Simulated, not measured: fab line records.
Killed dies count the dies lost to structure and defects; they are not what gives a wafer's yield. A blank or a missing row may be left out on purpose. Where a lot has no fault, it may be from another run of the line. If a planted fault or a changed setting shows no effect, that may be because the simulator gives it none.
Struck lot and sound lot, side by side :: flow n5_finfet :: 29 steps out of a route of 1938
Sound: wafers L434.2, L434.3, L434.6. Wafers L426.2, L426.3, L426.5 were the ones struck. The cause comes at the end.
Per side, at each step with rows, come the tool, then ch with its chambers, and then its first start. Under that, the readings that differ: sound wafers :: struck wafers :: difference of the means :: sigmas: that difference in standard deviations of wafers without a fault.
alike: readings whose means differ by less than 2 such deviations, and words and numbers that are the same on both sides. not compared: withheld readings, readings that some wafer has no value for, bounds like >300 that may hide the same value, and numbers for which the record gives no deviation and whose values overlap.
A row with sigmas, a row that says differs or no value, or rows on one side alone: a step with any of these is where the two part. Numbers that don't overlap but have no deviation are shown without sigmas and don't part them. A reading missing from all wafers of one side parts the sides only when that side holds two or more wafers.

first, 2 steps without rows for these wafers: N5_BEOL_M9_ETCH_76 (etches underlayer in N2/H2, target depth 6.5 nm, time 5.2 s); N5_BEOL_M9_ETCH_65 (etches SiARC in CF4, target depth 15.6 nm, time 26 s).
N5_BEOL_M9_ETCH_66: etches SOC in N2/H2, target depth 80 nm, overetch 16 nm, time 120 s.
  sound on rie_diel-01 ch 0,3, day 13 09:36; struck on rie_diel-02 ch 0,1,2, day 11 00:53
  alike: drypump_motor_current_A, oes_product_au, rf_vpp_V, showerhead_plenum_p_Torr, throttle_valve_pct
  not compared: rf_hours_counter_h
then, 7 steps without rows for these wafers: N5_BEOL_M9_STRIP_69 (strips in N2/H2); N5_BEOL_M9_STRIP_77 (strips in N2/H2); N5_BEOL_M9_VIA_ETCH_34 (etches SiCOH lowk in C4F6/O2, target depth 182.4 nm, time 68.4 s); N5_BEOL_M9_STRIP_73 (strips in C4F6/O2); N5_BEOL_M9_STRIP_36 (strips in N2/H2); N5_BEOL_M9_TRENCH_ETCH_37 (etches SiCOH lowk in C4F6/O2, target depth 151.43 nm, time 49 s); N5_BEOL_M9_ETCH_41 (etches SiCN in CH3F/O2, target depth 36.6 nm, time 70.1 s).
N5_BEOL_M9_STRIP_80: strips in N2/H2, time 10 s.
  sound: rie_diel-01 ch 0,3; struck: rie_diel-02 ch 0,1,2
  alike: bias_power_w, chamber_pressure_mTorr, drypump_motor_current_A, oes_product_au, rf_vpp_V, showerhead_plenum_p_Torr, throttle_valve_pct
  not compared: rf_hours_counter_h
N5_BEOL_M9_OCD_MEAS_38:
  sound: ocd-02 at day 13 09:59; struck: ocd-01 at day 11 01:16
  alike: trench_depth_nm
N5_BEOL_M9_HM_STRIP_39: strips TiN in peroxide tin strip, target depth 25 nm, time 158 s.
  sound on wet_bench-06 ch 1,2,7, day 13 10:01; struck on wet_bench-04 ch 1,2,7, day 11 01:17
  no value came back on the struck wafers for bath_guard_temp_C (C), bath_heat_duty_pct (%), time_s (s); on the sound wafers bath_guard_temp_C (C) reads 49.7 49.6 50.7
reading: model.TiN_of_BEOL_M9_HM_DEP_02.thk_nm (nm)
sound: 0 0 0
struck: 15.8 15.8 15.8
difference: +15.8
sigmas: 
then, 1 step without rows for these wafers: N5_BEOL_M9_SRD_40 (time 30 s).
N5_BEOL_M9_PRECLEAN_42: cleans in residue remover, time 60 s.
  sound on wet_bench-06 ch 1,2,7, day 13 10:04; struck on wet_bench-04 ch 1,2,7, day 11 01:21
reading: model.TiN_of_BEOL_M9_HM_DEP_02.thk_nm (nm)
sound: 0 0 0
struck: 4.8 4.8 4.8
difference: +4.8
sigmas: 
then, 1 step without rows for these wafers: N5_BEOL_M9_SRD_43 (time 30 s).
N5_BEOL_M9_CD_MEAS_35: target cd 70 nm, target cd y 40 nm.
  sound: cd_sem-03 at day 13 10:08; struck: cd_sem-03 at day 11 01:25
  alike: cd_nm
then, 3 steps without rows for these wafers: N5_BEOL_M9_CURE_72 (cures SiCOH lowk, time 120 s); N5_BEOL_M9_DEGAS_44 (time 60 s); N5_BEOL_M9_PRE_CLEAN_45 (time 30 s).
N5_BEOL_M9_ALD_74: deposits TaN, target thk 2 nm, pulse time 2 s, purge time 3 s.
  sound on ald_metal-04 ch 2,3, day 13 11:05; struck on ald_metal-02 ch 1,2,3, day 11 01:56
  alike: heater_power_w
then, 2 steps without rows for these wafers: N5_BEOL_M9_SURFACE_TREAT_79; N5_BEOL_M9_CVD_78 (deposits Co from CCTBA/H2, target thk 2 nm, time 138.9 s).
N5_BEOL_M9_SPUTTER_48: material Cu, target thk 12 nm, time 2 s.
  sound: pvd_sputter-03 at day 13 11:40; struck: pvd_sputter-02 at day 11 02:32
  alike: cathode_dc_power_W, throttle_valve_pct
then, 1 step without rows for these wafers: N5_BEOL_M9_ECD_50 (material Cu, target thk 318 nm).
N5_BEOL_M9_ANNEAL_51: time 90 s.
  sound on rtp_anneal-02 ch 0, day 13 11:58; struck on rtp_anneal-02 ch 0, day 11 02:59
  alike: anneal_temp_c_max, wafer_temp_C_max
N5_BEOL_M9_CMP_52: polishes, stops on SiCOH lowk, t overpolish 7 s, target thk 140 nm.
  sound on cmp-02 ch 2,3, day 13 12:26; struck on cmp-02 ch 1,3, day 11 03:14
reading: barrier_field_endpoint_s (s)
sound: 28.3 28.7 28.3
struck: 34.4 34.4 33.7
difference: +5.7
sigmas: +9
  alike: head_pressure_psi, motor_current_A, slurry_flow_ml_min
N5_BEOL_M9_THK_MEAS_53: measures by xrf.
  sound: film_metro-02 at day 13 12:42; struck: film_metro-01 at day 11 03:32
  alike: M9_THK
-- here the record skips 3 days between the struck wafers' starts before and after, leaving off in module BEOL_M9 and picking up in module PASSIVATION (first step shown: number 1936 of the route) --
N5_PASSIVATION_PROBE_49:
  sound: prober-02 at day 16 03:01; struck: prober-01 at day 13 17:20
  alike: defect_limited_yield, killed_at_M0_to_M3, killed_at_M4_up, killed_at_contacts, killed_at_front_end, killed_at_other, killed_dies, killed_open, killed_short, sort_bin_5_function, sort_bin_6_memory, sort_bin_8_speed, sort_n_pass, sort_yield_pct

WHERE THEY PART
At N5_BEOL_M9_HM_STRIP_39 first; at N5_BEOL_M9_CMP_52 last (within this record only). Later steps at which nothing parts them and some readings are alike: N5_BEOL_M9_THK_MEAS_53, N5_PASSIVATION_PROBE_49.

WHY: what had been put in by the simulator
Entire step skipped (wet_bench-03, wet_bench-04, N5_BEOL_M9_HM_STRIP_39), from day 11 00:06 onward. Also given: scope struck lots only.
